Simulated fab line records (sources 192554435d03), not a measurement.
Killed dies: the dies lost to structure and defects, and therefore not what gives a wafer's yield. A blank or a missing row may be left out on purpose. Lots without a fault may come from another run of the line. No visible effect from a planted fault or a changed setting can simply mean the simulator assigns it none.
Lot-split experiment | flow n5 finfet | 7 lots, 21 wafers read, on a route of 1938 steps

== THE SPLIT ==
At N5_HKMG_FIN_ALD_79 (deposits TiN, target thk 1.5 nm, pulse time 1 s, purge time 3 s), the setting ald cycles was moved away from the recipe's 68 on 8 of the 21 wafers read, by -13.2% to +16.2%. All remaining wafers had this setting at the recipe value.

== FROM THE SPLIT TO THE READING: what the file shows between them, 3 steps ==
- N5_HKMG_FIN_CVD_62: deposits a-Si from Si2H6, target thk 3 nm, time 20.8 s
- N5_HKMG_FIN_RTA_80: time 2 s
- N5_HKMG_FIN_PRECLEAN_64: cleans in dHF, time 30 s

== THE READING ==
TiN_of_HKMG_FIN_ALD_79.thk nm (the simulator's own value, which no gauge read), in nm, at N5_HKMG_FIN_WET_ETCH_65 (etches a-Si in TMAH, stops on TiN, time 49 s, target depth 3 nm). No usual value for it is given in the file. The 13 wafers here that ran the recipe average 1.2 nm, standard deviation 0.053 nm.

wafer  | tool, chamber at the split | ald cycles as run | against the recipe | TiN_of_HKMG_FIN_ALD_79.thk nm, nm | against lot-mates on the recipe
L076.1 | ald metal-01, 2,3,3        | 68                | recipe             | 1.2                               | -
L076.4 | ald metal-01, 2,3,3        | 68                | recipe             | 1.2                               | -
L076.5 | ald metal-01, 2,3,3        | 68                | recipe             | 1.2                               | -
L078.2 | ald metal-04, 0,3          | 59                | -13.2%             | 1                                 | -0.2
L078.5 | ald metal-04, 0,3          | 59                | -13.2%             | 1                                 | -0.2
L078.6 | ald metal-04, 0            | 68                | recipe             | 1.2                               | -
L079.2 | ald metal-04, 3            | 68                | recipe             | 1.2                               | -
L079.3 | ald metal-04, 2            | 73                | +7.4%              | 1.4                               | +0.1
L079.5 | ald metal-04, 3            | 68                | recipe             | 1.4                               | -
L082.2 | ald metal-03, 1,0          | 79                | +16.2%             | 1.6                               | +0.4
L082.6 | ald metal-03, 1,0          | 79                | +16.2%             | 1.6                               | +0.4
L082.4 | ald metal-03, 0            | 68                | recipe             | 1.2                               | -
L086.1 | ald metal-03, 3            | 68                | recipe             | 1.2                               | -
L086.6 | ald metal-03, 3            | 68                | recipe             | 1.2                               | -
L086.5 | ald metal-03, 0            | 75                | +10.3%             | 1.4                               | +0.2
L089.4 | ald metal-04, 0,1          | 74                | +8.8%              | 1.4                               | +0.2
L089.6 | ald metal-04, 0,1          | 74                | +8.8%              | 1.4                               | +0.2
L089.5 | ald metal-04, 2            | 68                | recipe             | 1.2                               | -
L094.2 | ald metal-04, 1,0,2        | 68                | recipe             | 1.2                               | -
L094.3 | ald metal-04, 1,0,2        | 68                | recipe             | 1.2                               | -
L094.4 | ald metal-04, 1,0,2        | 68                | recipe             | 1.2                               | -
When a row names more than one chamber, that row covers several wafers, and the file does not tell which wafer ran in which chamber.

FIT RESULTS
A straight line over all 21 wafers: TiN_of_HKMG_FIN_ALD_79.thk nm changes by +0.0203 nm for each +1% of ald cycles; r = +0.95; the points scatter about the line by 0.05 nm.
The same after taking each lot's own level away (the mean of its wafers on the recipe; 21 wafers): +0.0202 nm for each +1%; r = +0.96; scatter 0.046 nm.
According to that fit, moving ald cycles by its largest amount changes the reading by 0.33 nm.
Across the lots, their own levels run from 1.20 to 1.30 nm, a range of 1.9 times the standard deviation given above.
Hence the lot-to-lot level has little effect on the slope; both slopes agree.
Check: for one of the wafers moved furthest among these (+16.2%), held out of the fit, the line's prediction against its lot-mates is +0.322 nm. Against them it came out at +0.4 nm.

== THESE WAFERS: OTHER SPLITS ==
Other splits were also applied to these wafers ahead of the reading. Each is held against what the fit with the lots' levels taken away leaves over:
other split on the same wafers | wafers away from the commonest value | r with TiN_of_HKMG_FIN_ALD_79.thk nm (lot level and that fit taken away)
N5_SD_EPI_P_COAT_34 spin rpm   | 8                                    | +0.30
N5_SD_EPI_P_EXPOSE_06 dose mj  | 4                                    | +0.24
N5_HKMG_FIN_ETCH_58 source w   | 9                                    | -0.16

== THE FILE'S OWN FIT ==
TiN_of_HKMG_FIN_ALD_79.thk nm changes by +0.0203 nm for each +1% of ald cycles, r = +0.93.
